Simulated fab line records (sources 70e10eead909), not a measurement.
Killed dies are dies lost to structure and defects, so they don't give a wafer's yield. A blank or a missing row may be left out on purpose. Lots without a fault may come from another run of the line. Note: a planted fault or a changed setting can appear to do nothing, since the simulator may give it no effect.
Struck lot and sound lot, side by side || flow nand-harc || 39 out of 1302 route steps
Sound: the wafers L650.3, L650.4, L650.6. Struck: wafer L662.3. (L662.4, L662.5 of the same lot were not struck and are left out.) The cause comes at the end.
Each step with rows lists, per side, the tool, then ch with its chambers, then its first start. Under that, the readings that differ: sound wafers || struck wafers || difference of the means || sigmas: that difference in standard deviations of wafers without a fault.
alike: readings with means less than 2 such deviations apart, plus words and numbers identical on both sides. not compared: withheld readings, readings lacking a value on some wafer, bounds such as >300 that could conceal the same value, and numbers that have no deviation in the record and whose values overlap.
A row with sigmas, a row that says differs or no value, or rows on one side alone: a step with any of these is where the two part. When numbers do not overlap yet have no deviation, they are printed without sigmas and do not part them. Lack of a reading on every wafer of one side parts them only where that side has two or more wafers.

first, 7 steps without rows for these wafers: NHARC_A_BONDPAD_COAT_33 (time 65 s); NHARC_A_BONDPAD_COAT_03 (resist thk 600 nm); NHARC_A_BONDPAD_SOFTBAKE_04 (time 70 s); NHARC_A_BONDPAD_EBR_05; NHARC_A_BONDPAD_EXPOSE_06 (exposes mask A BPAD); NHARC_A_BONDPAD_PEB_07 (peb time 80 s); NHARC_A_BONDPAD_DEVELOP_08 (time 50 s).
NHARC_A_BONDPAD_CD_MEAS_09: target cd 500 nm.
  sound on cd-sem-03 ch 0, day 23 03:01; struck on cd-sem-01 ch 0, day 29 09:28
  alike: cd-nm
NHARC_A_BONDPAD_OVL_MEAS_35:
  struck on overlay-01, day 29 09:33; sound on overlay-01, day 23 03:07
  alike: overlay-x-nm, overlay-y-nm
then, 3 steps without rows for these wafers: NHARC_A_BONDPAD_HARDBAKE_10 (time 65 s); NHARC_A_BONDPAD_DESCUM_11 (chemistry O2, time 3 s); NHARC_A_BONDPAD_ETCH_34 (etches the open film in N2/H2, target depth 60 nm, overetch 18 nm, time 65.91 s).
NHARC_A_BONDPAD_ETCH_12: etches the open film in CHF3/O2, target depth 220 nm, time 110 s.
  sound on rie-diel-10 ch 1,3, day 23 03:24; struck on rie-diel-10 ch 1, day 29 09:52
  alike: bias-w, drypump-motor-current-A, mfc-ar-sccm, oes-product-au, rf-vpp-V, showerhead-plenum-p-Torr, throttle-valve-pct
  not compared: rf-hours-counter-h
NHARC_A_BONDPAD_CD_MEAS_13:
  struck on cd-sem-03, day 29 10:00; sound on cd-sem-03, day 23 03:33
  alike: cd-nm
then, 1 step without rows for these wafers: NHARC_A_BONDPAD_STRIP_15 (strips in O2).
NHARC_A_BONDPAD_ETCH_24: etches the open film in CF4/N2, target depth 30 nm, time 72.99 s.
  sound: rie-diel-10 ch 0,2,3; struck: rie-diel-02 ch 0
{"reading": "oes-product-au (a.u.)", "sound": "1.018 1.000 1.029", "struck": 0.985, "difference": -0.031, "sigmas": -3}
{"reading": "throttle-valve-pct (%)", "sound": "19.780 19.789 19.783", "struck": 19.805, "difference": "+0.021", "sigmas": "+2"}
  alike: bias-w, drypump-motor-current-A, mfc-ar-sccm, rf-vpp-V, showerhead-plenum-p-Torr
  not compared: rf-hours-counter-h
then, 1 step without rows for these wafers: NHARC_A_BONDPAD_STRIP_16 (strips in post etch residue remover, time 600 s).
NHARC_A_BONDPAD_DEGAS_25: time 60 s.
  struck on pvd-sputter-01, day 29 10:37; sound on pvd-sputter-01, day 23 04:11
  alike: heater-power-w
then, 4 steps without rows for these wafers: NHARC_A_BONDPAD_PRE_CLEAN_26 (time 30 s); NHARC_A_BONDPAD_PVD_17 (deposits TaN, target thk 5 nm, time 8.06 s); NHARC_A_BONDPAD_PVD_27 (deposits Cu, target thk 30 nm, time 20.49 s); NHARC_A_BONDPAD_ECD_18 (material Cu, target thk 400 nm).
NHARC_A_BONDPAD_ANNEAL_28: time 90 s.
  sound on rtp-anneal-01 ch 0, day 23 05:01; struck on rtp-anneal-01 ch 0, day 29 11:31
  alike: wafer_temp_C_max
then, 1 step without rows for these wafers: NHARC_A_BONDPAD_CMP_19 (polishes, t overpolish 30 s, cu recess touch 16 s, target thk 169.82 nm).
NHARC_A_BONDPAD_THK_MEAS_20: measures by xrf.
  struck on film-metro-01, day 29 12:05; sound on film-metro-01, day 23 05:34
  alike: thk-nm
then, 6 steps without rows for these wafers: NHARC_A_BONDPAD_SRD_21 (time 30 s, dry time 20 s); NHARC_HYBRID_BOND_ACTIVATE_00 (chemistry N2, time 60 s); NHARC_HYBRID_BOND_PRECLEAN_01 (cleans in DIW, time 300 s); NHARC_HYBRID_BOND_SRD_02 (time 30 s, dry time 20 s); NHARC_HYBRID_BOND_BOND_03; NHARC_HYBRID_BOND_ANNEAL_04 (time 7200 s).
NHARC_HYBRID_BOND_OVL_MEAS_05:
  struck on overlay-01, day 29 21:45; sound on overlay-02, day 23 16:13
  alike: overlay-x-nm, overlay-y-nm
NHARC_THIN_TSV_GRIND_00:
  sound on grinder-01 ch 0, day 23 16:49; struck on grinder-01 ch 0, day 29 22:20
  alike: motor-current-A
NHARC_THIN_TSV_CMP_01: polishes.
  sound on cmp-01 ch 2,3, day 23 17:40; struck on cmp-02 ch 3, day 29 23:13
  alike: motor-current-A
NHARC_THIN_TSV_THK_MEAS_02: measures by ir.
  struck on film-metro-01, day 29 23:26; sound on film-metro-01, day 23 17:55
  alike: thk-nm
then, 3 steps without rows for these wafers: NHARC_THIN_TSV_SRD_03; NHARC_THIN_TSV_PRECLEAN_41 (cleans in SC1); NHARC_THIN_TSV_SRD_42.
NHARC_END_SORT_01:
  at this point the record logs the struck wafers (prober-02 ch 0, day 30 17:08) and has no rows for the sound ones

== WHERE THEY PART ==
Last at NHARC_END_SORT_01 as far as this record goes, first at NHARC_A_BONDPAD_ETCH_24.

WHY: whatever the simulator had introduced
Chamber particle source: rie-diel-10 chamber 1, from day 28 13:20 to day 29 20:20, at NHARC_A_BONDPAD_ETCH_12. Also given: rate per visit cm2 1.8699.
